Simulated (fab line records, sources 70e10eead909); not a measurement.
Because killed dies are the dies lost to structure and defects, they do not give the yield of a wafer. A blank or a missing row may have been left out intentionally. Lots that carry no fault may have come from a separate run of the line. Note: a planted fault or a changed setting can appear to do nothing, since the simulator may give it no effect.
Problem report in the 8D (eight disciplines) form, filled by code + flow nand-harc + the parts of the form that need people (team, actions taken, sign-off) are left out

== 1. THE ISSUE ==
At NHARC_A_M1_CMP_23, time-to-endpoint-s averages 16.0 s over 2 wafers from 2 lots, while fault-free wafers read 29.2 s, standard deviation 2.2. Measured from the usual mean, that is -6.0 standard deviations.
The step: polishes, t overpolish 20 s, target thk 154.34 nm.
First seen on wafer L187.1, day 27 10:20, on cmp-04. The record holds 36 wafers of 12 lots with a number at this step. Rule for "out" (also "out of limits"): further than 4 standard deviations from the usual mean. Any other wafer with a number is counted as sound.

== 2. WHAT IT IS, WHAT IT ISN'T ==
| question                    | is                 | is not                                                                                                   |
|-----------------------------|--------------------|----------------------------------------------------------------------------------------------------------|
| which readings at this step | time-to-endpoint-s | motor-current-A                                                                                          |
| which lots                  | L187, L189         | L177, L178, L180, L186, L192, L193, L195, L196, L197, L198                                               |
| which wafers of those lots  | L187.1, L189.5     | L187.2, L187.6, L189.3, L189.6                                                                           |
| read on which tools         | cmp-03, cmp-04     | cmp-01                                                                                                   |
| when                        | from day 27 10:20  | up to then (14 sound wafers); but 20 sound wafers of L189, L192, L193, L195, L196, L197, L198 came after |

== 3. THE SUSPECTS, EACH WITH WHAT RULES IT OUT ==
Counting: any tool at a process step up to the reading remains a suspect provided it ran every lot that is out. Sound lots after the first of them don't rule it out here, since some wafers of a struck lot are sound.
- ecd-cu-02 at NHARC_A_M1_ECD_22 (material Cu, target thk 400 nm): kept. It processed each lot that is out (first: L187, day 27 09:35); up to then, its last sound lot is L180 (day 24 11:55).
Remaining after the count: ecd-cu-02 at NHARC_A_M1_ECD_22.

== 4. THE CAUSE (what the simulator had put in) ==
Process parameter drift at NHARC_A_M1_ECD_22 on ecd-cu-02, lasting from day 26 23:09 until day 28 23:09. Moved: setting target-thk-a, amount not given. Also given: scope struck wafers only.
Only this tool survived the counting.

== 5. SEQUENCE OF EFFECTS, ordered by route ==
Rows list readings where the struck wafers' mean (over those with a number) sits beyond 3 standard deviations from the usual. Scope: only readings with a usual standard deviation given in the record; hours: median across lots of the time from each lot's start at the first step in this table that gives one to its start at this step; sigmas: change in usual standard deviations.
| hours | step              | reading            | usual  | on struck wafers | change | sigmas |
|-------|-------------------|--------------------|--------|------------------|--------|--------|
| 0     | NHARC_A_M1_CMP_23 | time-to-endpoint-s | 29.2 s | 16.0             | -13.2  | -6.0   |
The process steps in it:
- NHARC_A_M1_CMP_23: polishes, t overpolish 20 s, target thk 154.34 nm.
At these later measuring or inspecting steps, every struck wafer for which the step has a row has a number for every such reading, and none has moved that far: NHARC_A_M1_THK_MEAS_24.

== 6. WHAT WOULD HAVE CAUGHT IT SOONER ==
First out-of-limits reading in this record: day 27 10:20, which is 11 hours after fault onset at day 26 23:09.
Among the 2 lots that are out, L189 began NHARC_A_M1_ECD_22 on ecd-cu-02 after day 27 10:20. It would have been spared by a hold on the tool at that moment.
